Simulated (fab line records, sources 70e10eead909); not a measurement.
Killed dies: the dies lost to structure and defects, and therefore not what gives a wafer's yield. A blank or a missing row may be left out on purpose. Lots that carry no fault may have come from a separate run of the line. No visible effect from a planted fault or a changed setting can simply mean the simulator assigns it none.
A lot that was struck, set against a sound lot | flow nandHarc | 43 steps out of a route of 1302
Sound: these wafers, L647.1, L647.4, L647.6. The struck wafers were L652.2, L652.4, L652.6. The cause is named last.
Each step with rows lists, per side, the tool, then ch with its chambers, then its first start. Under that, the readings that differ: sound wafers | struck wafers | difference of the means | sigmas: that difference in standard deviations of wafers without a fault.
alike: a reading whose means differ by less than 2 such deviations, as well as words and numbers matching on both sides. not compared: withheld readings; readings where some wafer has no value; bounds like >300 that might hide an equal value; numbers whose values overlap and for which the record gives no deviation.
Wherever a step has rows on one side only, a row that says differs or no value, or a row with sigmas, the two part there. Numbers that don't overlap but have no deviation are shown without sigmas and don't part them. A reading missing from all wafers of one side parts the sides only when that side holds two or more wafers.

first, 3 steps without rows for these wafers: NHARC_A_CONTACT_ETCH_131 (etches the open film in C4F8/O2/Ar, time 197 s, target depth 1918 nm); NHARC_A_CONTACT_ETCH_132 (etches the open film in C4F8/O2/Ar, time 197 s, target depth 1924 nm); NHARC_A_CONTACT_ETCH_133 (etches the open film in C4F8/O2/Ar, time 374 s, target depth 1610 nm).
NHARC_A_CONTACT_ETCH_91: etches the open film in CH3F/O2, target depth 40 nm, time 85.7 s.
  sound on rieDiel-12 ch 0,1,2, day 26 03:20; struck on rieDiel-12 ch 0,2, day 28 02:38
reading                      | sound          | struck         | difference | sigmas
showerheadPlenumPTorr (Torr) | 2.36 2.27 2.45 | 2.66 2.45 2.66 | +0.23      | +2
  alike: biasW, drypumpMotorCurrentA, oesProductAu, rfVppV, throttleValvePct
  not compared: rfHoursCounterH
then, 1 step without rows for these wafers: NHARC_A_CONTACT_ETCH_97 (etches the open film in C4F6/O2, target depth 20 nm, time 10 s).
NHARC_A_CONTACT_CD_MEAS_80:
  sound on cdSem-02, day 26 03:40; struck on cdSem-03, day 28 02:50
  alike: cdNm
then, 3 steps without rows for these wafers: NHARC_A_CONTACT_STRIP_103 (strips in N2/H2); NHARC_A_CONTACT_STRIP_104 (strips in CF4/CHF3); NHARC_A_CONTACT_STRIP_105 (strips in O2/COS).
NHARC_A_CONTACT_ETCH_106: etches the open film in CF4/O2, target depth 90 nm, overetch 9 nm, time 49.5 s.
  sound on rieDiel-12 ch 0,2, day 26 04:01; struck on rieDiel-10 ch 1,3, day 28 03:17
  alike: biasW, cf4FlowSccm, drypumpMotorCurrentA, oesProductAu, rfVppV, showerheadPlenumPTorr, throttleValvePct
  not compared: rfHoursCounterH
then, 2 steps without rows for these wafers: NHARC_A_CONTACT_STRIP_82 (strips in O2); NHARC_A_CONTACT_STRIP_83 (strips in post etch residue remover, time 600 s).
NHARC_A_CONTACT_DEP_84: deposits aC, target thk 2800 nm.
  sound on aclDep-02 ch 0, day 26 05:06; struck on aclDep-01 ch 0, day 28 04:50
  alike: throttleValvePct
NHARC_A_CONTACT_DEP_85: deposits SiON, target thk 60 nm.
  sound on pecvd-02 ch 0,1, day 26 06:50; struck on pecvd-02 ch 0,1,2, day 28 06:20
  alike: heaterPowerW, showerheadVppV
then, 10 steps without rows for these wafers: NHARC_A_CONTACT_DEHYDRATE_00 (time 120 s); NHARC_A_CONTACT_HMDS_01 (time 30 s); NHARC_A_CONTACT_COAT_86 (time 75 s); NHARC_A_CONTACT_COAT_87 (time 65 s); NHARC_A_CONTACT_COAT_02 (resist thk 90 nm); NHARC_A_CONTACT_SOFTBAKE_03 (time 55 s); NHARC_A_CONTACT_EBR_04; NHARC_A_CONTACT_EXPOSE_05 (exposes mask A CC); NHARC_A_CONTACT_PEB_06 (peb time 65 s); NHARC_A_CONTACT_DEVELOP_07 (develop time 35 s).
NHARC_A_CONTACT_CD_MEAS_08 targets a cd of 200 nm.
  sound on cdSem-02 ch 0, day 26 07:26; struck on cdSem-02 ch 0, day 28 06:54
  alike: cdNm
NHARC_A_CONTACT_OVL_MEAS_09:
  sound on overlay-02, day 26 07:31; struck on overlay-01, day 28 06:59
reading         | sound       | struck         | difference | sigmas
overlayXNm (nm) | 0.6 0.7 0.9 | -1.5 -1.3 -1.4 | -2.1       | -3
  alike: overlayYNm
NHARC_A_CONTACT_INSPECT_10:
  sound on defectInspect-02, day 26 07:34; struck on defectInspect-02, day 28 07:01
  alike: rawDefectCount
then, 5 steps without rows for these wafers: NHARC_A_CONTACT_DESCUM_13 (chemistry O2, time 3 s); NHARC_A_CONTACT_ETCH_88 (etches the open film in CF4, target depth 39 nm, time 65 s); NHARC_A_CONTACT_ETCH_89 (etches the open film in N2/H2, target depth 260 nm, time 475.3 s); NHARC_A_CONTACT_ETCH_30 (etches the open film in CF4/CHF3, target depth 72.6 nm, time 36.3 s); NHARC_A_CONTACT_ETCH_31 (etches the open film in O2/COS, target depth 2800 nm, time 728 s).
NHARC_A_CONTACT_ETCH_134: etches the open film in C4F8/O2/Ar, time 140 s, target depth 700 nm.
  sound on harCapEtch-01 ch 0,1, day 26 09:03; struck on harCapEtch-01 ch 0,1, day 28 08:11
  not compared: rfHoursCounterH
NHARC_A_CONTACT_ETCH_135: etches the open film in C4F8/O2/Ar, time 311 s, target depth 1912 nm.
  sound on harCapEtch-01 ch 0,1, day 26 09:15; struck on harCapEtch-01 ch 0,1, day 28 08:23
  not compared: rfHoursCounterH
then, 6 steps without rows for these wafers: NHARC_A_CONTACT_ETCH_136 (etches the open film in C4F8/O2/Ar, time 311 s, target depth 1912 nm); NHARC_A_CONTACT_ETCH_137 (etches the open film in C4F8/O2/Ar, time 311 s, target depth 1912 nm); NHARC_A_CONTACT_ETCH_138 (etches the open film in C4F8/O2/Ar, time 311 s, target depth 1914 nm); NHARC_A_CONTACT_ETCH_139 (etches the open film in C4F8/O2/Ar, time 195 s, target depth 840 nm); NHARC_A_CONTACT_ETCH_92 (etches the open film in CH3F/O2, target depth 40 nm, time 85.7 s); NHARC_A_CONTACT_ETCH_98 (etches the open film in C4F6/O2, target depth 20 nm, time 10 s).
NHARC_A_CONTACT_CD_MEAS_15:
  sound on cdSem-02, day 26 11:08; struck on cdSem-01, day 28 10:18
  alike: cdNm
then, 1 step without rows for these wafers: NHARC_A_CONTACT_STRIP_107 (strips in N2/H2).
-- break in the record here, with 2 days between the starts of the struck wafers on either side (left off in module A_CONTACT, picked up again in module END, where the first step shown is number 1302 on the route) --
NHARC_END_SORT_01:
  the record has rows for the struck wafers here (prober-01 ch 0, day 30 10:40) and none for the sound ones

== WHERE THEY PART ==
Last at NHARC_END_SORT_01 as far as this record goes, first at NHARC_A_CONTACT_ETCH_91.

WHY: whatever the simulator had introduced
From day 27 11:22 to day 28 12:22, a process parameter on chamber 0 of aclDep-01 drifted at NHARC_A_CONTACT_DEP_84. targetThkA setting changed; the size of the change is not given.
